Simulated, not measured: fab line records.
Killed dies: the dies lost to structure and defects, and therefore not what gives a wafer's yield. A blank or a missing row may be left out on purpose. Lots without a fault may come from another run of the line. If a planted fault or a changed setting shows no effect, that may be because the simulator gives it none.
Lot-split experiment + flow n5_finfet + route with 1938 steps; 7 lots, 21 wafers read

== THE SPLIT ==
At N5_MOL_CONTACT_COAG_ETCH_91 (etches SOC in N2/H2, target depth 60 nm, overetch 21 nm, time 101.2 s), the setting source_w was moved away from the recipe's 840 W on 8 of the 21 wafers read, by -8.0% to +16.1%. For the rest of the wafers, this setting stayed at what the recipe calls for.

The reading comes from the split's own step.

== THE READING ==
rf_vpp_V, in V, at N5_MOL_CONTACT_COAG_ETCH_91 (etches SOC in N2/H2, target depth 60 nm, overetch 21 nm, time 101.2 s). Typical for fault-free wafers on this fab line: 523.5 V, with standard deviation 2.4 V.

| wafer  | tool, chamber at the split | source_w as run, W | against the recipe | rf_vpp_V, V | against lot-mates on the recipe |
|--------|----------------------------|--------------------|--------------------|-------------|---------------------------------|
| L075.3 | rie_diel-02, 0             | 955                | +13.7%             | 502.7       | -20.3                           |
| L075.4 | rie_diel-02, 3             | 840                | recipe             | 523.0       | -                               |
| L075.5 | rie_diel-02, 1             | 955                | +13.7%             | 505.1       | -17.9                           |
| L080.2 | rie_diel-02, 0             | 840                | recipe             | 523.8       | -                               |
| L080.4 | rie_diel-02, 3             | 840                | recipe             | 523.7       | -                               |
| L080.5 | rie_diel-02, 3             | 887.8              | +5.7%              | 513.4       | -10.4                           |
| L082.1 | rie_diel-02, 3             | 840                | recipe             | 524.1       | -                               |
| L082.3 | rie_diel-02, 2             | 914.9              | +8.9%              | 510.1       | -15.1                           |
| L082.4 | rie_diel-02, 0             | 840                | recipe             | 526.3       | -                               |
| L086.4 | rie_diel-05, 2             | 840                | recipe             | 525.4       | -                               |
| L086.5 | rie_diel-05, 3             | 840                | recipe             | 521.3       | -                               |
| L086.6 | rie_diel-05, 1             | 916.8              | +9.1%              | 509.6       | -13.7                           |
| L092.2 | rie_diel-05, 2             | 840                | recipe             | 522.9       | -                               |
| L092.4 | rie_diel-05, 0             | 840                | recipe             | 524.7       | -                               |
| L092.5 | rie_diel-05, 2             | 840                | recipe             | 523.4       | -                               |
| L096.3 | rie_diel-05, 1             | 840                | recipe             | 525.4       | -                               |
| L096.4 | rie_diel-05, 2             | 840                | recipe             | 525.3       | -                               |
| L096.5 | rie_diel-05, 0             | 773.1              | -8.0%              | 539.8       | +14.5                           |
| L097.1 | rie_diel-02, 0             | 975.4              | +16.1%             | 498.3       | -24.2                           |
| L097.3 | rie_diel-02, 1             | 975.4              | +16.1%             | 502.2       | -20.3                           |
| L097.5 | rie_diel-02, 3             | 840                | recipe             | 522.5       | -                               |

THE FIT
A straight line over all 21 wafers: rf_vpp_V changes by -1.54 V for each +1% of source_w; r = -0.99; the points scatter about the line by 1.7 V.
The same after taking each lot's own level away (the mean of its wafers on the recipe; 21 wafers): -1.46 V for each +1%; r = -0.99; scatter 1.5 V.
According to that fit, moving source_w by its largest amount changes the reading by 24 V.
The lots' own levels span 522.50 to 525.35 V, that is 1.2 times the standard deviation above.
So the lot-to-lot level changes the slope little: the two slopes agree.
Check: for one of the wafers moved furthest among these (+16.1%), held out of the fit, the line's prediction against its lot-mates is -23.2 V. It came out at -24.2 V against them.
Tool readings at the split's step, against how far the setting was moved: rf_vpp_V r = -0.99.

== ADDITIONAL SPLITS CARRIED BY THESE WAFERS ==
Other splits were also applied to these wafers ahead of the reading. Each is held against what the fit with the lots' levels taken away leaves over:
| other split on the same wafers        | wafers away from the commonest value | r with rf_vpp_V (lot level and that fit taken away) |
|---------------------------------------|--------------------------------------|-----------------------------------------------------|
| N5_MOL_CONTACT_COAG_EXPOSE_81 dose_mj | 9                                    | +0.32                                               |

== THE FILE'S OWN FIT ==
rf_vpp_V changes by -1.49 V for each +1% of source_w, r = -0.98.
